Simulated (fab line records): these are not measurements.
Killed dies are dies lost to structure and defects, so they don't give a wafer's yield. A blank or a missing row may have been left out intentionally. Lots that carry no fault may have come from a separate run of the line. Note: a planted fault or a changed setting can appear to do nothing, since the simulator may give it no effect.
fab line records	flow nand-harc
[record] lots = 11	wafers = 33	last-day = 34
route steps=1302 shown A_CHANNEL_HOLE_D2@584 END@1302
lots with no fault: from the same line, run without faults
start-h: hours from the record's opening day to when the first of the lot's shown wafers began	wait-h: hours from the lot's prior step to this one	" repeats the value in the row above	L1.1+2: a row that stands for several wafers	- either no value or no given start	* or withheld: withheld	< > ~ a bound
route shown NAME@n: a module of which the file shows steps, and the number in the route of the first	usual: mean/standard deviation taken from wafers without a fault	same: alike in all rows	chamber/n: place in a boat	sites: each site's reading	_std_site: standard deviation of those values	_edge_site: inner sites' mean taken away from outer sites' mean	radius-mm: for every site, how far away it sits from the centre of the wafer	mask NAME#n: copy n	behind: the last tool/chamber to shape the wafer	hold: what put the lot on hold/how long, in hours/how the hold closed	device: names the non-switching transistor (n, p or np)	end of line: tests of these same wafers at the route's end	for a step that has no rows: nothing shown but its recipe	killed: the dies lost at the first sort to structure and to defects; this is not the yield of the wafer	map: dies across one wafer; x = killed, . = not, _ = none there
set.NAME: the setting as run; set.NAME@STEP: as run at that earlier step	model.NAME: the simulator's own value behind a step, which no gauge read
the route's steps for a sample of lots (tables are steps, rows are wafers)
services: the hour from which a tool's chamber was out of use, counted from the record's first day as start-h (under 0 if before that day), plus the number of hours and why
[[steps]]
[step NHARC_A_CHANNEL_HOLE_D2_INSPECT_12]
[usual] raw-defect-count = 29/23
lot.wafer	tool	chamber	start-h	wait-h	raw-defect-count
L194.1	defect-inspect-01	-	305.89	0.0	3
L194.2	"	-	"	"	3
L194.5	"	-	"	"	0
L197.1	defect-inspect-01	-	343.26	0.0	50
L197.2	"	-	"	"	44
L197.5	"	-	"	"	59
L199.1	defect-inspect-01	-	361.60	0.0	7
L199.2	"	-	"	"	11
L199.5	"	-	"	"	13
L200.1	defect-inspect-02	-	375.25	0.0	7
L200.2	"	-	"	"	5
L200.4	"	-	"	"	13
L202.2	defect-inspect-02	-	378.05	0.0	57
L202.5	"	-	"	"	63
L202.6	"	-	"	"	64
L203.1	defect-inspect-02	-	385.16	0.0	52
L203.3	"	-	"	"	53
L203.5	"	-	"	"	71
L205.4	defect-inspect-02	-	396.93	0.0	10
L205.5	"	-	"	"	8
L205.6	"	-	"	"	10
L207.1	defect-inspect-01	-	436.34	0.0	14
L207.3	"	-	"	"	18
L207.6	"	-	"	"	10
L210.1	defect-inspect-01	-	463.79	0.0	14
L210.3	"	-	"	"	15
L210.6	"	-	"	"	12
L211.3	defect-inspect-01	-	475.45	0.0	22
L211.4	"	-	"	"	18
L211.6	"	-	"	"	23
L216.2	defect-inspect-02	-	525.56	0.0	23
L216.4	"	-	"	"	33
L216.5	"	-	"	"	21
[step NHARC_A_CHANNEL_HOLE_D2_ETCH_16]
[recipe] target-depth-a = 31000	over-etch-frac = 0.3	time-s = 806	ion-energy-ev = 150	o2-flow-sccm = 400	cos-flow-sccm = 20	ar-flow-sccm = 0	rf-w = 500	bias-w = 300	chemistry = O2/COS
[usual] drypump-motor-current-A = 5.7/0.52	oes-product-au = 0.998/0.01	rf-vpp-V = 314.2/1.8	showerhead-plenum-p-Torr = 3.11/0.11	throttle-valve-pct = 28.330/0.0097
lot.wafer	tool	chamber	start-h	wait-h	drypump-motor-current-A	oes-product-au	rf-hours-counter-h	rf-vpp-V	showerhead-plenum-p-Torr	throttle-valve-pct
L194.2	rie-diel-09	0	-	-	5.9	0.984	9.5	315.3	3.23	28.315
L194.1	"	1	"	"	4.9	0.988	9.9	311.2	2.96	28.334
L194.5	"	3	"	"	5.7	1.001	-	312.7	3.05	28.335
L197.2	rie-diel-02	2	-	-	4.9	0.987	7.2	315.0	3.10	28.322
L197.1	"	0	"	"	5.1	0.994	5.7	313.9	2.98	28.319
L197.5	"	2	"	"	4.9	0.991	-	313.3	3.10	28.332
L199.1	rie-diel-02	0	-	-	5.1	1.010	6.4	311.3	2.97	28.331
L199.2	"	1	"	"	6.1	1.006	8.1	316.6	3.25	28.342
L199.5	"	0	"	"	5.1	0.997	-	312.6	2.98	28.323
L200.2	rie-diel-09	1	-	-	4.8	1.003	2.2	310.3	2.95	28.325
L200.1	"	2	"	"	5.1	1.008	2.6	312.1	2.98	28.343
L200.4	"	3	"	"	5.7	1.011	2.5	313.1	3.05	28.337
L202.2	rie-diel-02	2	-	-	4.9	0.994	8.8	313.5	3.10	28.332
L202.5	"	1	"	"	6.1	0.994	-	315.4	3.25	28.356
L202.6	"	2	"	"	4.9	0.994	-	313.9	3.10	28.333
L203.1	rie-diel-03	2	-	-	5.9	0.989	5.8	316.3	3.16	28.333
L203.3	"	0	"	"	5.4	0.992	5.4	316.1	3.17	28.325
L203.5	"	2	"	"	5.9	0.997	-	314.6	3.16	28.338
L205.4	rie-diel-09	2	-	-	5.1	1.008	-	312.0	2.98	28.343
L205.5	"	3	"	"	5.7	0.991	-	313.5	3.05	28.315
L205.6	"	0	"	"	5.9	1.008	-	316.1	3.22	28.329
L207.3	rie-diel-03	3	-	-	6.2	0.999	9.8	313.2	2.96	28.323
L207.1	"	0	"	"	5.4	1.002	8.9	315.8	3.17	28.356
L207.6	"	3	"	"	6.1	1.005	-	312.9	2.96	28.333
L210.1	rie-diel-02	1	-	-	6.1	0.995	4.1	315.0	3.25	28.310
L210.3	"	0	"	"	5.1	0.981	4.1	311.9	2.97	28.326
L210.6	"	1	"	"	6.1	0.992	-	316.3	3.25	28.321
L211.4	rie-diel-03	0	-	-	5.5	0.998	1.0	314.9	3.17	28.320
L211.3	"	2	"	"	6.0	0.992	1.6	315.2	3.16	28.333
L211.6	"	1	"	"	6.1	0.988	-	313.1	3.13	28.341
L216.2	rie-diel-02	2	-	-	4.9	1.000	6.8	313.8	3.09	28.337
L216.4	"	3	"	"	6.5	0.999	7.3	314.4	3.24	28.334
L216.5	"	0	"	"	5.1	0.978	-	311.2	2.97	28.337
[step NHARC_A_CHANNEL_HOLE_D2_ETCH_25]
[recipe] bias-v = 5000	source-w = withheld	pressure-mtorr = 20	time-s = 1040.2	ar-flow-sccm = 375	c4f8-flow-sccm = 93.8	o2-flow-sccm = 31.2	temp-c = -20	target-depth-a = 15000	chemistry = C4F8/O2/Ar
[usual] drypump-motor-current-A = 5.7/0.64	showerhead-plenum-p-Torr = 3.66/0.18	throttle-valve-pct = 32.235/0.0089
lot.wafer	tool	chamber	start-h	wait-h	drypump-motor-current-A	rf-hours-counter-h	showerhead-plenum-p-Torr	throttle-valve-pct
L194.1	har-etch-02	1	312.68	0.6	6.0	369	3.43	32.220
L194.2	"	0	"	"	6.5	369	3.61	32.230
L194.5	"	1	"	"	6.0	-	3.43	32.233
L197.2	har-etch-02	1	347.42	0.6	5.9	384	3.42	32.230
L197.1	"	0	"	"	6.6	384	3.60	32.242
L197.5	"	0	"	"	6.6	-	3.60	32.246
L199.2	har-etch-01	1	365.76	0.6	5.2	186	3.61	32.232
L199.1	"	0	"	"	5.0	186	3.52	32.226
L199.5	"	1	"	"	5.1	-	3.61	32.240
L200.2	har-etch-01	1	379.38	0.6	5.1	194	3.61	32.229
L200.1	"	0	"	"	5.0	194	3.52	32.236
L200.4	"	0	"	"	5.0	-	3.52	32.236
L202.2	har-etch-01	0	383.52	0.6	5.1	198	3.51	32.234
L202.5	"	0	"	"	5.0	-	3.51	32.241
L202.6	"	1	"	"	5.1	-	3.60	32.222
L203.1	har-etch-02	0	397.28	0.7	6.6	3	3.93	32.235
L203.3	"	1	"	"	5.9	-	3.93	32.224
L203.5	"	0	"	"	6.6	-	3.93	32.227
L205.4	har-etch-01	0	404.01	0.7	5.1	-	3.50	32.240
L205.6	"	1	"	"	5.1	-	3.59	32.231
L205.5	"	0	"	"	5.0	-	3.50	32.233
L207.1	har-etch-01	1	442.53	0.7	5.1	240	3.58	32.244
L207.3	"	0	"	"	5.0	-	3.49	32.244
L207.6	"	0	"	"	5.0	-	3.49	32.235
L210.1	har-etch-02	0	469.09	0.6	6.6	45	3.90	32.230
L210.3	"	0	"	"	6.6	-	3.90	32.254
L210.6	"	1	"	"	5.9	-	3.90	32.247
L211.3	har-etch-02	0	479.87	0.7	6.6	-	3.90	32.246
L211.4	"	1	"	"	6.0	-	3.90	32.223
L211.6	"	1	"	"	6.0	-	3.90	32.238
L216.2	har-etch-01	0	529.83	0.7	5.0	286	3.47	32.240
L216.4	"	0	"	"	5.0	-	3.47	32.238
L216.5	"	0	"	"	5.1	-	3.47	32.224
[step NHARC_A_CHANNEL_HOLE_D2_ETCH_27]
[recipe] bias-v = 400	source-w = 2000	pressure-mtorr = 25	time-s = 90	ar-flow-sccm = 375	c4f8-flow-sccm = 41.7	o2-flow-sccm = 83.3	temp-c = -20	target-depth-a = 4000	chemistry = C4F8/O2/Ar
[usual] drypump-motor-current-A = 5.7/0.64	showerhead-plenum-p-Torr = 3.70/0.19	throttle-valve-pct = 27.619/0.0095
lot.wafer	tool	chamber	start-h	wait-h	drypump-motor-current-A	rf-hours-counter-h	showerhead-plenum-p-Torr	throttle-valve-pct
L194.1	har-etch-02	1	313.76	0.2	6.0	370	3.46	27.611
L194.2	"	0	"	"	6.6	370	3.65	27.620
L194.5	"	1	"	"	6.0	-	3.46	27.631
L197.2	har-etch-02	1	348.48	0.2	6.0	385	3.45	27.614
L197.1	"	0	"	"	6.6	385	3.64	27.637
L197.5	"	0	"	"	6.6	-	3.64	27.615
L199.2	har-etch-01	1	366.85	0.2	5.1	187	3.65	27.587
L199.1	"	0	"	"	5.0	187	3.56	27.607
L199.5	"	1	"	"	5.1	-	3.65	27.616
L200.2	har-etch-01	1	380.45	0.2	5.2	195	3.65	27.599
L200.1	"	0	"	"	5.0	195	3.55	27.622
L200.4	"	0	"	"	5.0	-	3.55	27.611
L202.2	har-etch-01	0	384.60	0.2	5.0	199	3.55	27.609
L202.5	"	0	"	"	5.0	-	3.55	27.625
L202.6	"	1	"	"	5.1	-	3.64	27.608
L203.1	har-etch-02	0	398.24	0.2	6.6	4	3.98	27.631
L203.3	"	1	"	"	5.9	-	3.98	27.611
L203.5	"	0	"	"	6.6	-	3.98	27.625
L205.4	har-etch-01	0	404.74	0.2	5.1	-	3.54	27.612
L205.6	"	1	"	"	5.1	-	3.63	27.621
L205.5	"	0	"	"	5.0	-	3.54	27.607
L207.1	har-etch-01	1	443.50	0.2	5.1	241	3.62	27.620
L207.3	"	0	"	"	5.1	-	3.53	27.613
L207.6	"	0	"	"	5.0	-	3.53	27.620
L210.1	har-etch-02	0	470.19	0.2	6.6	46	3.95	27.599
L210.3	"	0	"	"	6.6	-	3.95	27.629
L210.6	"	1	"	"	5.9	-	3.95	27.623
L211.3	har-etch-02	0	480.72	0.2	6.6	-	3.95	27.629
L211.4	"	1	"	"	5.9	-	3.95	27.617
L211.6	"	1	"	"	5.9	-	3.95	27.625
L216.2	har-etch-01	0	530.78	0.2	5.0	287	3.50	27.607
L216.4	"	0	"	"	5.0	-	3.50	27.605
L216.5	"	0	"	"	5.0	-	3.50	27.627
[step NHARC_A_CHANNEL_HOLE_D2_CD_MEAS_31]
[usual] cd-nm = 89.8/1.1
lot.wafer	tool	chamber	start-h	wait-h	cd-nm
L194.1	cd-sem-02	-	315.30	-	90.1
L194.2	"	-	"	"	91.4
L194.5	"	-	"	"	87.1
L197.1	cd-sem-02	-	350.03	-	89.2
L197.2	"	-	"	"	90.3
L197.5	"	-	"	"	89.2
L199.1	cd-sem-01	-	368.41	-	90.0
L199.2	"	-	"	"	90.0
L199.5	"	-	"	"	89.1
L200.1	cd-sem-02	-	381.99	-	88.3
L200.2	"	-	"	"	89.1
L200.4	"	-	"	"	90.0
L202.2	cd-sem-02	-	386.16	-	91.2
L202.5	"	-	"	"	90.9
L202.6	"	-	"	"	89.4
L203.1	cd-sem-01	-	399.75	-	90.1
L203.3	"	-	"	"	91.4
L203.5	"	-	"	"	92.2
L205.4	cd-sem-02	-	406.20	-	89.0
L205.5	"	-	"	"	88.9
L205.6	"	-	"	"	89.3
L207.1	cd-sem-01	-	445.01	-	89.2
L207.3	"	-	"	"	88.5
L207.6	"	-	"	"	88.2
L210.1	cd-sem-03	-	471.73	-	84.9
L210.3	"	-	"	"	84.7
L210.6	"	-	"	"	86.3
L211.3	cd-sem-01	-	482.20	-	87.4
L211.4	"	-	"	"	86.3
L211.6	"	-	"	"	86.2
L216.2	cd-sem-03	-	532.29	-	90.8
L216.4	"	-	"	"	89.7
L216.5	"	-	"	"	90.8
[step NHARC_A_CHANNEL_HOLE_D2_XSEM_32]
[recipe] landing-energy-ev = 35000
[usual] bot-cd-nm = 74.3/1.4	bow-nm = 8.57/0.27	tilt-deg = 0.07/0.04
lot.wafer	tool	chamber	start-h	wait-h	bot-cd-nm	bow-nm	tilt-deg
L194.1	xsem-01	0	315.38	0.1	74.8	9.14	0.04
L194.2	"	0	"	"	76.3	9.04	0.05
L194.5	"	0	"	"	71.5	9.12	0.04
L197.1	xsem-01	0	350.12	0.1	73.2	8.40	0.07
L197.2	"	0	"	"	74.7	8.43	0.07
L197.5	"	0	"	"	74.1	8.41	0.07
L199.1	xsem-01	0	368.50	0.1	74.5	9.10	0.06
L199.2	"	0	"	"	75.1	9.04	0.06
L199.5	"	0	"	"	73.9	9.08	0.06
L200.1	xsem-02	0	382.09	0.1	72.4	8.38	-0.01
L200.2	"	0	"	"	72.9	8.31	-0.01
L200.4	"	0	"	"	73.5	8.35	-0.01
L202.2	xsem-02	0	386.26	0.1	76.2	8.31	0.08
L202.5	"	0	"	"	74.9	8.32	0.08
L202.6	"	0	"	"	74.6	8.23	0.08
L203.1	xsem-02	0	399.84	0.1	75.8	8.63	0.12
L203.3	"	0	"	"	75.9	8.56	0.12
L203.5	"	0	"	"	76.3	8.65	0.12
L205.4	xsem-02	0	406.30	0.1	74.6	8.40	0.12
L205.5	"	0	"	"	74.7	8.42	0.12
L205.6	"	0	"	"	75.5	8.40	0.12
L207.1	xsem-01	0	445.09	0.1	72.5	8.16	0.11
L207.3	"	0	"	"	72.1	8.12	0.11
L207.6	"	0	"	"	71.7	8.12	0.11
L210.1	xsem-01	0	471.81	0.1	70.1	8.36	0.10
L210.3	"	0	"	"	68.9	8.44	0.10
L210.6	"	0	"	"	71.7	8.45	0.10
L211.3	xsem-02	0	482.30	0.1	72.5	8.75	0.01
L211.4	"	0	"	"	70.7	8.76	0.01
L211.6	"	0	"	"	71.1	8.72	0.01
L216.2	xsem-01	0	532.37	0.1	76.6	8.52	0.06
L216.4	"	0	"	"	75.6	8.43	0.06
L216.5	"	0	"	"	76.4	8.44	0.06
[step NHARC_END_SORT_01]
[recipe] temp-c = 25
[usual] killed-at-array = 53/18	killed-at-other = 0.8/1.1	killed-at-periphery = 4.1/2.7	killed-dies = 58/18	killed-open = 3.1/1.7	killed-short = 2.7/1.7
[same] gross-dies = 677
lot.wafer	tool	chamber	start-h	wait-h	killed-at-array	killed-at-other	killed-at-periphery	killed-dies	killed-open	killed-short
L202.2	prober-02	0	660.21	2.8	35	1	4	40	3	3
L202.5	prober-02	0	662.61	3.7	39	0	7	46	5	0
L202.6	prober-02	0	663.41	4.0	56	0	5	61	5	4
L205.4	prober-01	0	670.03	3.4	62	0	4	66	3	1
L205.5	prober-01	0	670.83	3.7	55	0	4	59	5	2
L205.6	prober-01	0	671.63	4.0	59	0	3	62	4	2
// killed by level:class
L202.2 A_CHANNEL_HOLE_D1:chamber-film-flake=16 A_CHANNEL_HOLE_D2:chamber-film-flake=9 P_GATE:chamber-film-flake=3 A_M0:geometric-particle:open=2 A_SLIT:chamber-film-flake=2 A_ONON_D2:geometric-particle:short=1 A_CHANNEL_HOLE_D2:geometric-particle:short=1 A_CHANNEL_FILL_D2:geometric-particle:short=1
L202.5 A_CHANNEL_HOLE_D2:chamber-film-flake=15 A_CHANNEL_HOLE_D1:chamber-film-flake=13 P_GATE:chamber-film-flake=4 A_CHANNEL_FILL_D1:geometric-particle:open=2 A_SLIT:chamber-film-flake=2 A_CONTACT:chamber-film-flake=2 P_CONTACT:geometric-particle:open=1 A_ONON_D2:geometric-particle:open=1
L202.6 A_CHANNEL_HOLE_D1:chamber-film-flake=33 A_CHANNEL_HOLE_D2:chamber-film-flake=9 P_GATE:chamber-film-flake=4 A_ONON_D2:geometric-particle:open=2 A_CHANNEL_HOLE_D1:geometric-particle:short=1 A_CHANNEL_FILL_D2:geometric-particle:open=1 A_WL_FILL:geometric-particle:short=1 A_CONTACT:geometric-particle:open=1
L205.4 A_SLIT:chamber-film-flake=23 A_CHANNEL_HOLE_D2:chamber-film-flake=16 A_CHANNEL_HOLE_D1:chamber-film-flake=6 A_STAIRCASE:chamber-film-flake=5 P_CONTACT:chamber-film-flake=3 A_CONTACT:chamber-film-flake=3 A_WL_FILL:chamber-film-flake=2 A_ONON_D1:geometric-particle:open=1
L205.5 A_SLIT:chamber-film-flake=20 A_CHANNEL_HOLE_D2:chamber-film-flake=16 A_CONTACT:chamber-film-flake=5 A_STAIRCASE:chamber-film-flake=4 P_CONTACT:chamber-film-flake=3 A_CHANNEL_HOLE_D1:chamber-film-flake=3 P_CONTACT:geometric-particle:open=1 A_ONON_D1:geometric-particle:open=1
L205.6 A_SLIT:chamber-film-flake=34 A_CHANNEL_HOLE_D2:chamber-film-flake=8 A_CONTACT:chamber-film-flake=6 A_CHANNEL_HOLE_D1:chamber-film-flake=3 P_M1:geometric-particle:open=2 A_CHANNEL_HOLE_D2:geometric-particle:short=2 A_WL_FILL:chamber-film-flake=2 A_BLC:geometric-particle:open=1
[[services]]
tool	chamber	start-h	hours	kind
rie-diel-03	-	282.91	0.1	repair
rie-diel-03	3	298.58	2.8	repair
har-etch-02	-	302.92	3.0	repair
rie-diel-09	-	320.10	9.0	pm
rie-diel-09	1	338.98	1.4	repair
rie-diel-09	1	352.78	7.3	repair
xsem-01	-	374.00	14.0	pm
har-etch-02	-	377.23	17.0	pm
har-etch-02	0	377.23	17.0	vent-cycle
har-etch-02	1	377.23	17.0	vent-cycle
xsem-01	-	392.65	0.9	repair
rie-diel-09	1	393.07	5.0	repair
rie-diel-02	-	393.70	9.0	pm
har-etch-02	0	394.23	-	clean
har-etch-02	0	394.23	-	consumable-replace:focus-ring
har-etch-02	0	394.23	-	consumable-replace:showerhead
har-etch-02	1	394.23	-	clean
xsem-01	-	400.45	1.4	repair
xsem-01	-	402.55	6.5	repair
rie-diel-03	-	458.30	9.0	pm
rie-diel-02	2	469.60	8.9	repair
rie-diel-03	2	483.70	2.8	repair
rie-diel-09	3	492.84	4.4	repair
rie-diel-09	-	497.10	9.0	pm
[[key]]
[first-sign] step = NHARC_A_CHANNEL_HOLE_D2_CD_MEAS_31	reading = cd-nm	direction = down	sigmas = 3.5	usual = 89.8	struck = 86.0
[effect] step = NHARC_A_CHANNEL_HOLE_D2_XSEM_32	reading = bot-cd-nm	direction = down	sigmas = 2.6	usual = 74.3	struck = 70.8
met-at NHARC_A_CHANNEL_HOLE_D2_ETCH_25
struck-lots L210,L211
tester-left-out L210,L211
not-acting-at NHARC_A_CHANNEL_HOLE_D2_INSPECT_12,NHARC_A_CHANNEL_HOLE_D2_ETCH_16,NHARC_A_CHANNEL_HOLE_D2_ETCH_27
onset-between 397.28 469.09
[fault] kind = process-parameter-drift	tool = har-etch-02	chamber = -	onset-h = 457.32	steps = NHARC_A_CHANNEL_HOLE_D2_ETCH_25	channel = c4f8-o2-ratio	offset = 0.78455	shape = step	end-h = 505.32	acts-in = these-recipes-only	stated = 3
// tester-left-out: of these lots the tester's yield and bins aren't shown, on N5 and GAA mostly nor the transistor test; their killed dies are dies lost to structure and defects alone, not to doping, threshold or leakage, so they don't give the yield
